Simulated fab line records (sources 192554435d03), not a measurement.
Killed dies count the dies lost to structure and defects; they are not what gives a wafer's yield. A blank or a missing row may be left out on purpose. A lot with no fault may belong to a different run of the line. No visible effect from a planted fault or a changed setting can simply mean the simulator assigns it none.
fab line records + flow n5-finfet
record:
- lots: 5
- wafers: 13
- last-day: 17
route steps=1938 shown HKMG_FIN@461 GATE_CUT@465 MOL_CONTACT_COAG@560 BEOL_M4@1111
lots with no fault: from the same line, run without faults
start-h: hours from the record's first day to the start of the lot's first wafer shown + wait-h: hours from the lot's prior step to this one + " repeats the value in the row above + L1.1+2: a single row standing in for several wafers + - no value, or no start was given + * or withheld: withheld + < > ~ a bound
route shown NAME@n: a module of which the file shows steps, and the number in the route of the first + usual: mean/standard deviation of fault-free wafers + same: alike in all rows + chamber/n: place in a boat + sites: the reading at each site + _std_site: how widely they spread, as a standard deviation + _edge_site: mean of outer sites minus mean of inner sites + radius-mm: how far each site lies from the wafer's centre + mask NAME#n: copy n + behind: the tool/chamber that last shaped the wafer + hold: the reason the lot was held/the length of the hold in hours/how it ended + device: which transistor (n, p or np) failed to switch + end of line: the same wafers' tests at the end of the route + step lacking rows: just its recipe + killed: dies that structure and defects cost at the first sort, which is not the same as the wafer's yield + map: a wafer's dies, x killed, . not, _ none there
set.NAME: the setting that was run; set.NAME@STEP: the one run at that earlier step + model.NAME: the simulator's own value behind a step, which no gauge read
lots at some steps of the route; a table a step, a row a wafer
services: the hour from which a tool's chamber was out of use, counted from the record's first day as start-h (under 0 if before that day), plus the number of hours and why
== steps ==
step: N5_HKMG_FIN_CMP_23
recipe:
- stop-on: SiNx
- t-overpolish-s: 10
- post-cmp-clean: rinse-only
- down-force-psi: 4
- platen-rpm: 50.289
- pad-velocity-m-s: 1.0006
- target-thk-nm: 46.326
step: N5_HKMG_FIN_CMP_94
recipe:
- stop-on: SiNx
- post-cmp-clean: w-dilute-nh4oh
- t-overpolish-s: 4.7
- down-force-psi: 4
- platen-rpm: 50.289
- pad-velocity-m-s: 1.0006
- target-thk-nm: 43.299
step: N5_GATE_CUT_ETCHBACK_00
recipe:
- chemistry: SF6/Cl2
- target: W
- pressure-mtorr: 8
- icp-w: 900
- bias-w: 80
- SF6_flow_sccm: 40
- Cl2_flow_sccm: 60
step: N5_GATE_CUT_ETCH_56
recipe:
- chemistry: Cl2/Ar
- target: TiN
- target-depth-a: 216
- pressure-mtorr: 10
- icp-w: 600
- bias-w: 60
- Cl2_flow_sccm: 40
- Ar_flow_sccm: 60
step: N5_GATE_CUT_ETCHBACK_30
recipe:
- chemistry: Cl2/Ar
- target: TiN
- target-depth-a: 30
- mode: isotropic
- pressure-mtorr: 10
- icp-w: 600
- bias-w: 60
- Cl2_flow_sccm: 40
- Ar_flow_sccm: 60
step: N5_GATE_CUT_VAPOR_ETCH_60
recipe:
- chemistry: BCl3/Cl2
- target: HfO2
- mode: isotropic
step: N5_GATE_CUT_ETCH_58
recipe:
- chemistry: CH3F/O2
- target: SiNx
- target-depth-a: 170
- time-s: 128.6
- ion-energy-ev: 50
- pressure-mtorr: 30
- source-w: 415
- bias-w: 21
- Ar_flow_sccm: 150
- CH3F_flow_sccm: 30
- O2_flow_sccm: 20
step: N5_GATE_CUT_STRIP_59
recipe:
- chemistry: N2/H2
- time-s: 20
- power-w: 100
- temp-c: 40
- pressure-mtorr: 100
- rf-frequency-hz: 6e+07
- bias-power-w: 3
- n2-flow-sccm: 300
- h2-flow-sccm: 300
step: N5_GATE_CUT_PRECLEAN_31
recipe:
- temp-c: 23
- chemistry: DIW
- time-s: 300
step: N5_GATE_CUT_SRD_32
recipe:
- time-s: 30
- temp-c: 23
- rinse-liquid: diw
- dry: ipa-marangoni
step: N5_GATE_CUT_SAC_CAP_01
recipe:
- material: SiNx
- target-thk-a: 240
- temp-c: 400
- ald-precursor-family: SiH2I2
- ald-co-reactant: N2/H2-plasma
- pulse-time-s: 1
- ald-cycles: 480
- purge-time-s: 2
- co-reactant-purge-time-s: 2
- pressure-torr: 2
usual:
- ald-cycles: 480/0
- heater-power-w: 829/53
- precursor-pulse-height-rel: 1.003/0.019
| lot.wafer | tool       | chamber | start-h | wait-h | ald-cycles | heater-power-w | precursor-pulse-height-rel | model.SiNx_of_GATE_CUT_SAC_CAP_01.thk-nm |
|-----------|------------|---------|---------|--------|------------|----------------|----------------------------|------------------------------------------|
| L197.3    | ald-sin-03 | 0       | 130.21  | 0.0    | 480        | 915            | 0.980                      | 23.8                                     |
| L197.6    | "          | 1       | 131.29  | 1.1    | 273        | 862            | 1.007                      | 13.4                                     |
| L199.3    | ald-sin-03 | 0       | 143.85  | 0.5    | 480        | 935            | 1.023                      | 23.8                                     |
| L199.6    | "          | 3       | 144.94  | 1.6    | 273        | 764            | 1.031                      | 13.6                                     |
| L200.1    | ald-sin-03 | 3       | 150.84  | 0.0    | 273        | 772            | 1.009                      | 13.8                                     |
| L200.3    | "          | 2       | "       | "      | 480        | 788            | 1.032                      | 24                                       |
| L200.4    | "          | 1       | "       | "      | 480        | 865            | 1.023                      | 24                                       |
| L207.2    | ald-sin-04 | 0       | 191.24  | 0.9    | 480        | 915            | 0.994                      | 24                                       |
| L207.3    | "          | 2       | "       | "      | 480        | 762            | 1.003                      | 24                                       |
| L207.6    | "          | 3       | 192.33  | 2.0    | 480        | 794            | 0.986                      | 23.8                                     |
| L211.2    | ald-sin-03 | 1       | 215.04  | 0.0    | 480        | 844            | 1.008                      | 24                                       |
| L211.4    | "          | 2       | "       | "      | 480        | 780            | 1.016                      | 24                                       |
| L211.6    | "          | 1       | 216.13  | 1.1    | 480        | 852            | 1.031                      | 24                                       |
step: N5_GATE_CUT_PECVD_57
recipe:
- material: SiNx
- target-thk-a: 210
- temp-c: 400
- precursor: SiH4/NH3/N2
- pressure-torr: 1.5
- rf-w: 300
step: N5_GATE_CUT_CMP_02
recipe:
- stop-on: SiO2
- t-overpolish-s: 12.7
- post-cmp-clean: alkaline-brush
- down-force-psi: 2.5
- platen-rpm: 51.8
- pad-velocity-m-s: 1.0307
- target-thk-nm: 0
step: N5_GATE_CUT_HM_DEP_46
recipe:
- material: SiO2
- target-thk-a: 1300
- temp-c: 400
- precursor: TEOS/O2
- pressure-torr: 6.5
- rf-w: 900
- teos-flow-sccm: 161.4
- gas: O2
- flow-sccm: 2650
- time-s: 26.6
step: N5_GATE_CUT_COAT_34
recipe:
- resist: SOC
- temp-c: 250
- time-s: 60
- spin-rpm: 1500
- resist-thk-nm: 60
step: N5_GATE_CUT_COAT_35
recipe:
- resist: SiARC
- temp-c: 220
- time-s: 60
- spin-rpm: 1500
- resist-thk-nm: 10
step: N5_GATE_CUT_COAT_27
recipe:
- resist: underlayer
- temp-c: 205
- time-s: 60
- spin-rpm: 1500
- resist-thk-nm: 10
step: N5_GATE_CUT_COAT_07
recipe:
- resist: CAR-EUV
- spin-rpm: 1500
- resist-thk-nm: 30
step: N5_GATE_CUT_EBR_09
recipe:
- solvent: PGMEA
- ebr-width-mm: 1.5
step: N5_GATE_CUT_SOFTBAKE_08
recipe:
- temp-c: 110
- time-s: 60
- resist: CAR-EUV
step: N5_GATE_CUT_EXPOSE_10
recipe:
- mask-id: GATE_CUT
- na: 0.33
- source-shape: annular
- sigma-inner: 0.35
- sigma-outer: 0.8
- polarization: unpolarized
- target-cd-nm: 20
- dose-mj: 43.25
step: N5_GATE_CUT_PEB_11
recipe:
- peb-temp-c: 100
- peb-time-s: 60
- resist: CAR-EUV
step: N5_GATE_CUT_DEVELOP_12
recipe:
- develop-time-s: 30
- developer: TMAH
- resist: CAR-EUV
- rinse-liquid: surfactant-rinse
- dry: air-spin
- dev-temp-c: 23
step: N5_GATE_CUT_DESCUM_18
recipe:
- chemistry: O2
- time-s: 7
- source-power-w: 50
- bias-power-w: 20
- pressure-mtorr: 20
- rf-frequency-hz: 2.712e+07
- temp-c: 40
- resist: CAR-EUV
- o2-flow-sccm: 225
step: N5_GATE_CUT_ETCH_28
recipe:
- chemistry: N2/H2
- target: underlayer
- target-depth-a: 130
- mask-material: CAR-EUV
- time-s: 10.4
- ion-energy-ev: 200
- pressure-mtorr: 30
- source-w: 840
- bias-w: 150
- n2-flow-sccm: 200
- h2-flow-sccm: 200
- ends: cleared
step: N5_GATE_CUT_ETCH_36
recipe:
- chemistry: CF4
- target: SiARC
- target-depth-a: 130
- mask-material: CAR-EUV
- time-s: 21.7
- ion-energy-ev: 80
- pressure-mtorr: 40
- source-w: 545
- bias-w: 36
- Ar_flow_sccm: 100
- cf4-flow-sccm: 100
- ends: cleared
step: N5_GATE_CUT_ETCH_37
recipe:
- chemistry: N2/H2
- target: SOC
- target-depth-a: 600
- overetch-a: 120
- mask-material: SiARC
- temp-c: 40
- time-s: 90
- ion-energy-ev: 200
- pressure-mtorr: 30
- source-w: 840
- bias-w: 150
- n2-flow-sccm: 200
- h2-flow-sccm: 200
step: N5_GATE_CUT_STRIP_38
recipe:
- chemistry: N2/H2
- temp-c: 40
- n2-flow-sccm: 200
- h2-flow-sccm: 200
- rf-frequency-hz: 6e+07
step: N5_GATE_CUT_STRIP_39
recipe:
- chemistry: N2/H2
- temp-c: 40
- n2-flow-sccm: 200
- h2-flow-sccm: 200
- rf-frequency-hz: 6e+07
step: N5_GATE_CUT_HM_OPEN_40
recipe:
- chemistry: C4F6/O2
- target: SiO2
- mask-material: SiARC
- target-depth-a: 1390
- time-s: 85.1
- ion-energy-ev: 250
- pressure-mtorr: 30
- source-w: 345
- bias-w: 185
- Ar_flow_sccm: 300
- C4F6_flow_sccm: 10
- O2_flow_sccm: 10
- ends: cleared
step: N5_GATE_CUT_STRIP_41
recipe:
- chemistry: CF4
- resist: SiARC
- power-w: 300
- bias-power-w: 75
- pressure-mtorr: 50
- cf4-flow-sccm: 150
- rf-frequency-hz: 6e+07
step: N5_GATE_CUT_STRIP_42
recipe:
- chemistry: O2
- power-w: 400
- temp-c: 40
- pressure-mtorr: 30
- rf-frequency-hz: 6e+07
- bias-power-w: 0
- overash-fraction: 0.3
- o2-flow-sccm: 225
step: N5_GATE_CUT_ETCH_19
recipe:
- chemistry: CH3F/O2
- target: SiNx
- mask-material: SiO2
- target-depth-a: 537
- time-s: 76.7
- pressure-mtorr: 30
- source-w: 395
- bias-w: 73
- Ar_flow_sccm: 150
- CH3F_flow_sccm: 30
- O2_flow_sccm: 20
- ion-energy-ev: 120
- ends: cleared
step: N5_GATE_CUT_CUT_ETCH_53
recipe:
- chemistry: SF6/Cl2
- target: W
- mask-material: SiO2
- target-depth-a: 792
- pressure-mtorr: 8
- icp-w: 900
- bias-w: 80
- SF6_flow_sccm: 40
- Cl2_flow_sccm: 60
- ends: cleared
step: N5_GATE_CUT_CUT_ETCH_54
recipe:
- chemistry: Cl2/BCl3
- target: TiN
- mask-material: SiO2
- target-depth-a: 967
- pressure-mtorr: 10
- icp-w: 1000
- bias-w: 126
- Cl2_flow_sccm: 53.25
- bcl3-flow-sccm: 21.75
- Ar_flow_sccm: 25
- ends: cleared
step: N5_GATE_CUT_CUT_ETCH_55
recipe:
- chemistry: BCl3
- target: HfO2
- mask-material: SiO2
- target-depth-a: 32
- ion-energy-ev: 30
- pressure-mtorr: 5
- icp-w: 450
- bias-w: 18
- bcl3-flow-sccm: 80
step: N5_MOL_CONTACT_COAG_CMP_28
recipe:
- stop-on: SiNx
- t-overpolish-s: 0.85
- post-cmp-clean: alkaline-brush
- down-force-psi: 4.15
- platen-rpm: 51.8
- pad-velocity-m-s: 1.0307
- target-thk-nm: 14.522
usual:
- edge-zone-pressure-frac: 1.001/0.005
- motor-current-A: 12.3/1.8
- pad-life-wafers: 1104/540
- time-to-endpoint-s: 4.7/2
same:
- t-overpolish-s: 0.85
| lot.wafer | tool   | chamber | start-h | wait-h | edge-zone-pressure-frac | motor-current-A | pad-life-wafers | time-to-endpoint-s | model.SiNx_of_GATE_CUT_SAC_CAP_01.thk-nm |
|-----------|--------|---------|---------|--------|-------------------------|-----------------|-----------------|--------------------|------------------------------------------|
| L197.3    | cmp-02 | 0       | 147.42  | 0.8    | 1.001                   | 10.8            | 1218            | 5.4                | 17.8                                     |
| L197.6    | "      | 0       | "       | "      | 1.008                   | 10.9            | -               | 3.6                | 10                                       |
| L199.3    | cmp-02 | 2       | 161.50  | 0.8    | 1.001                   | 13.8            | 1333            | 3.5                | 17.8                                     |
| L199.6    | "      | 2       | "       | "      | 1.005                   | 13.9            | -               | 5.5                | 10                                       |
| L200.3    | cmp-02 | 1       | 167.63  | 0.8    | 1.000                   | 14.6            | 1380            | 2.3                | 17.8                                     |
| L200.1    | "      | 3       | "       | "      | 0.992                   | 11.5            | 1382            | 8.6                | 10.2                                     |
| L200.4    | "      | 0       | "       | "      | 1.001                   | 10.4            | 1383            | 3.5                | 18                                       |
| L207.3    | cmp-02 | 1       | 208.28  | 0.8    | 1.013                   | 14.8            | 1716            | 2.0                | 17.8                                     |
| L207.2    | "      | 0       | "       | "      | 1.002                   | 10.6            | 1719            | 0.9                | 17.8                                     |
| L207.6    | "      | 1       | "       | "      | 0.999                   | 14.4            | -               | 3.3                | 17.8                                     |
| L211.4    | cmp-03 | 3       | 230.02  | 0.1    | 1.010                   | 15.4            | 680             | 8.0                | 18                                       |
| L211.2    | "      | 0       | "       | "      | 1.006                   | 9.3             | 681             | 4.9                | 17.8                                     |
| L211.6    | "      | 2       | "       | "      | 1.005                   | 10.0            | -               | 5.6                | 18                                       |
step: N5_MOL_CONTACT_COAG_THK_MEAS_29
recipe:
- reads: SiNx_of_GATE_CUT_PECVD_57+SiNx_of_GATE_CUT_SAC_CAP_01
usual:
- MD_CAP_THK: 17.91/0.08
| lot.wafer | tool          | chamber | start-h | wait-h | MD_CAP_THK[nm] |
|-----------|---------------|---------|---------|--------|----------------|
| L197.3    | film-metro-01 | -       | 147.71  | -      | 17.75          |
| L197.6    | "             | -       | "       | "      | 9.97           |
| L199.3    | film-metro-01 | -       | 161.76  | -      | 17.79          |
| L199.6    | "             | -       | "       | "      | 10.08          |
| L200.1    | film-metro-01 | -       | 167.92  | -      | 10.31          |
| L200.3    | "             | -       | "       | "      | 17.88          |
| L200.4    | "             | -       | "       | "      | 17.96          |
| L207.2    | film-metro-01 | -       | 208.58  | -      | 17.88          |
| L207.3    | "             | -       | "       | "      | 17.85          |
| L207.6    | "             | -       | "       | "      | 17.85          |
| L211.2    | film-metro-02 | -       | 230.24  | -      | 17.90          |
| L211.4    | "             | -       | "       | "      | 17.97          |
| L211.6    | "             | -       | "       | "      | 17.92          |
step: N5_MOL_CONTACT_COAG_ETCH_47
recipe:
- chemistry: CH3F/O2
- target: SiNx
- target-depth-a: 270
- mask-material: SiO2
- stop-on: W
- over-etch-frac: 0.2
- ion-energy-ev: 120
- endpoint: OES-CN
- pressure-mtorr: 30
- source-w: 395
- bias-w: 73
- Ar_flow_sccm: 150
- CH3F_flow_sccm: 30
- O2_flow_sccm: 20
- ends: end-point
usual:
- drypump-motor-current-A: 5.7/0.38
- etch-rf-on-time-s: 31.2/0.47
- oes_ar_750_au: 0.80/0.071
- oes-product-au: 0.71/0.066
- rf-vpp-V: 298.1/2.1
- showerhead-plenum-p-Torr: 2.03/0.071
- throttle-valve-pct: 16.40/0.26
| lot.wafer | tool        | chamber | start-h | wait-h | drypump-motor-current-A | etch-rf-on-time-s | oes_ar_750_au | oes-product-au | rf-hours-counter-h | rf-vpp-V | showerhead-plenum-p-Torr | throttle-valve-pct | model.etch.t-clear-s | model.MOL_CONTACT_COAG.feature-depth-nm | model.etch.depth-nm |
|-----------|-------------|---------|---------|--------|-------------------------|-------------------|---------------|----------------|--------------------|----------|--------------------------|--------------------|----------------------|-----------------------------------------|---------------------|
| L197.3    | rie-diel-06 | 3       | 150.36  | 0.0    | 5.4                     | 30.7              | 0.85          | 0.77           | 77                 | 299.7    | 2.03                     | 16.18              | 25.57                | 18.4                                    | 17.73               |
| L197.6    | "           | 0       | "       | "      | 5.7                     | 17.6              | 0.77          | 0.69           | -                  | 298.2    | 2.01                     | 16.41              | 14.65                | 10.4                                    | 10                  |
| L199.3    | rie-diel-03 | 1       | 163.37  | 0.0    | 5.8                     | 31.2              | 0.90          | 0.81           | 29                 | 295.6    | 2.13                     | 16.02              | 26.04                | 18.4                                    | 17.76               |
| L199.6    | "           | 2       | "       | "      | 5.6                     | 17.7              | 0.80          | 0.72           | -                  | 300.4    | 2.10                     | 16.46              | 14.77                | 10.4                                    | 10.09               |
| L200.1    | rie-diel-03 | 3       | 169.73  | 0.0    | 5.1                     | 18.5              | 0.71          | 0.62           | 216                | 294.7    | 1.90                     | 16.57              | 15.39                | 10.6                                    | 10.3                |
| L200.3    | "           | 1       | "       | "      | 5.8                     | 31.3              | 0.90          | 0.80           | 31                 | 296.0    | 2.13                     | 16.01              | 26.05                | 18.6                                    | 17.9                |
| L200.4    | "           | 0       | "       | "      | 6.0                     | 31.5              | 0.72          | 0.64           | 217                | 299.6    | 2.06                     | 16.67              | 26.25                | 18.6                                    | 17.97               |
| L207.2    | rie-diel-01 | 3       | 210.36  | 0.0    | 6.1                     | 30.4              | 0.89          | 0.81           | 14                 | 297.0    | 1.95                     | 15.86              | 25.32                | 18.4                                    | 17.87               |
| L207.3    | "           | 2       | "       | "      | 5.9                     | 31.1              | 0.72          | 0.65           | 197                | 302.0    | 2.07                     | 16.56              | 25.9                 | 18.4                                    | 17.88               |
| L207.6    | "           | 3       | "       | "      | 6.2                     | 30.5              | 0.89          | 0.81           | -                  | 296.6    | 1.95                     | 15.87              | 25.41                | 18.4                                    | 17.83               |
| L211.2    | rie-diel-01 | 2       | 231.82  | 0.0    | 5.9                     | 31.2              | 0.71          | 0.64           | 205                | 299.2    | 2.07                     | 16.57              | 25.96                | 18.4                                    | 17.9                |
| L211.4    | "           | 1       | "       | "      | 5.5                     | 30.7              | 0.79          | 0.71           | 126                | 295.2    | 2.01                     | 16.02              | 25.59                | 18.6                                    | 17.96               |
| L211.6    | "           | 2       | "       | "      | 5.9                     | 31.0              | 0.72          | 0.64           | -                  | 300.4    | 2.07                     | 16.55              | 25.83                | 18.6                                    | 17.91               |
step: N5_BEOL_M4_RC_MEAS_101
usual:
- DIBL_N: 36.3/1.2
- DIBL_P: 36.3/1.4
- IOFF_N: 0.157/0.02
- IOFF_P: 0.22/0.033
- ION_N: 675/9.6
- ION_P: 465/8.2
- SS_N: 71.4/0.45
- SS_P: 73.3/0.54
- VT_N: 249.8/2.5
- VT_P: -249/3.2
| lot.wafer | tool      | chamber | start-h | wait-h | DIBL_N[mV/V] | DIBL_P[mV/V] | IOFF_N[nA/um] | IOFF_P[nA/um] | ION_N[uA/um] | ION_P[uA/um] | SS_N[mV/dec] | SS_P[mV/dec] | VT_N[mV] | VT_P[mV] |
|-----------|-----------|---------|---------|--------|--------------|--------------|---------------|---------------|--------------|--------------|--------------|--------------|----------|----------|
| L197.3    | prober-01 | 0       | 248.23  | 0.3    | 38.6         | 37.0         | 0.182         | 0.26          | 688          | 477          | 71.7         | 73.7         | 249.2    | -246     |
| L197.6    | "         | 0       | "       | "      | 38.0         | 35.8         | 0.156         | 0.22          | 674          | 467          | 71.6         | 73.5         | 251.0    | -249     |
| L199.3    | prober-02 | 0       | 251.53  | 0.3    | 35.5         | 33.5         | 0.134         | 0.19          | 676          | 458          | 70.9         | 72.8         | 252.8    | -252     |
| L199.6    | "         | 0       | "       | "      | 35.0         | 33.1         | 0.132         | 0.19          | 673          | 465          | 70.6         | 72.4         | 249.1    | -251     |
| L200.1    | prober-01 | 0       | 263.67  | 0.0    | 35.4         | 35.6         | 0.138         | 0.16          | 668          | 455          | 70.9         | 73.2         | 249.9    | -254     |
| L200.3    | "         | 0       | "       | "      | 36.7         | 36.5         | 0.160         | 0.18          | 675          | 452          | 71.3         | 73.6         | 252.1    | -256     |
| L200.4    | "         | 0       | "       | "      | 36.8         | 37.3         | 0.164         | 0.19          | 667          | 452          | 72.4         | 72.5         | 248.0    | -254     |
| L207.2    | prober-01 | 0       | 299.91  | 0.2    | 35.5         | 34.6         | 0.132         | 0.16          | 658          | 449          | 70.8         | 73.6         | 253.1    | -259     |
| L207.3    | "         | 0       | "       | "      | 36.5         | 35.0         | 0.150         | 0.17          | 660          | 447          | 71.7         | 73.3         | 251.5    | -254     |
| L207.6    | "         | 0       | "       | "      | 35.5         | 34.3         | 0.132         | 0.16          | 661          | 449          | 71.6         | 74.4         | 254.8    | -259     |
| L211.2    | prober-01 | 0       | 307.35  | 0.2    | 37.1         | 37.2         | 0.175         | 0.28          | 680          | 472          | 71.5         | 73.8         | 246.7    | -245     |
| L211.4    | "         | 0       | "       | "      | 36.1         | 35.8         | 0.147         | 0.25          | 665          | 465          | 71.4         | 72.6         | 250.7    | -246     |
| L211.6    | "         | 0       | "       | "      | 36.9         | 37.3         | 0.168         | 0.27          | 670          | 472          | 71.8         | 73.5         | 249.9    | -245     |
== services ==
| tool        | chamber | start-h | hours | kind                           |
|-------------|---------|---------|-------|--------------------------------|
| cmp-03      | -       | 133.15  | 4.0   | pm                             |
| cmp-03      | -       | 137.15  | -     | consumable-replace:conditioner |
| cmp-03      | -       | 137.15  | -     | consumable-replace:pad         |
| rie-diel-01 | 3       | 137.44  | -     | clean                          |
| rie-diel-01 | 3       | 137.44  | -     | consumable-replace:focus-ring  |
| rie-diel-01 | 3       | 137.44  | 23.2  | scheduled-down                 |
| rie-diel-01 | 3       | 137.44  | 23.2  | vent-cycle                     |
| cmp-03      | -       | 139.82  | 3.8   | repair                         |
| cmp-02      | -       | 174.22  | 1.1   | repair                         |
| rie-diel-06 | -       | 174.50  | 0.2   | repair                         |
| ald-sin-03  | -       | 176.81  | 14.0  | pm                             |
| ald-sin-03  | 0       | 176.81  | 14.0  | vent-cycle                     |
| ald-sin-03  | 1       | 176.81  | 14.0  | vent-cycle                     |
| ald-sin-03  | 2       | 176.81  | 18.7  | vent-cycle                     |
| ald-sin-03  | 3       | 176.81  | 14.0  | vent-cycle                     |
| cmp-03      | -       | 186.94  | 8.3   | pm                             |
| ald-sin-03  | 0       | 190.81  | -     | clean                          |
| ald-sin-03  | 1       | 190.81  | -     | clean                          |
| ald-sin-03  | 3       | 190.81  | -     | clean                          |
| rie-diel-03 | 1       | 191.39  | 1.3   | repair                         |
| cmp-02      | -       | 211.14  | 20.4  | pm                             |
| ald-sin-03  | 1       | 227.38  | 3.0   | repair                         |
== key ==
first-sign:
- step: N5_GATE_CUT_SAC_CAP_01
- reading: ald-cycles
- direction: down
- sigmas: 99+
- usual: *
- struck: *
effect:
- step: N5_MOL_CONTACT_COAG_THK_MEAS_29
- reading: MD_CAP_THK
- direction: down
- sigmas: 98
- usual: 17.91
- struck: 10.12
effect:
- step: N5_MOL_CONTACT_COAG_ETCH_47
- reading: etch-rf-on-time-s
- direction: down
- sigmas: 28
- usual: *
- struck: *
model-effect:
- step: N5_GATE_CUT_SAC_CAP_01
- value: SiNx_of_GATE_CUT_SAC_CAP_01.thk-nm
- without: 23.93
- struck: 13.6
model-effect:
- step: N5_MOL_CONTACT_COAG_CMP_28
- value: SiNx_of_GATE_CUT_SAC_CAP_01.thk-nm
- without: 17.87
- struck: 10.07
model-effect:
- step: N5_MOL_CONTACT_COAG_ETCH_47
- value: etch.t-clear-s
- without: 26.33
- struck: 14.94
met-at N5_GATE_CUT_SAC_CAP_01
struck-wafers L197.6,L199.6,L200.1
fault:
- kind: process-parameter-drift
- tool: ald-sin-03
- chamber: -
- onset-h: 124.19
- steps: N5_GATE_CUT_SAC_CAP_01
- channel: ald-cycles
- offset: *
- shape: step
- end-h: 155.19
- scope: struck-wafers-only
- acts-in: *
- stated: *
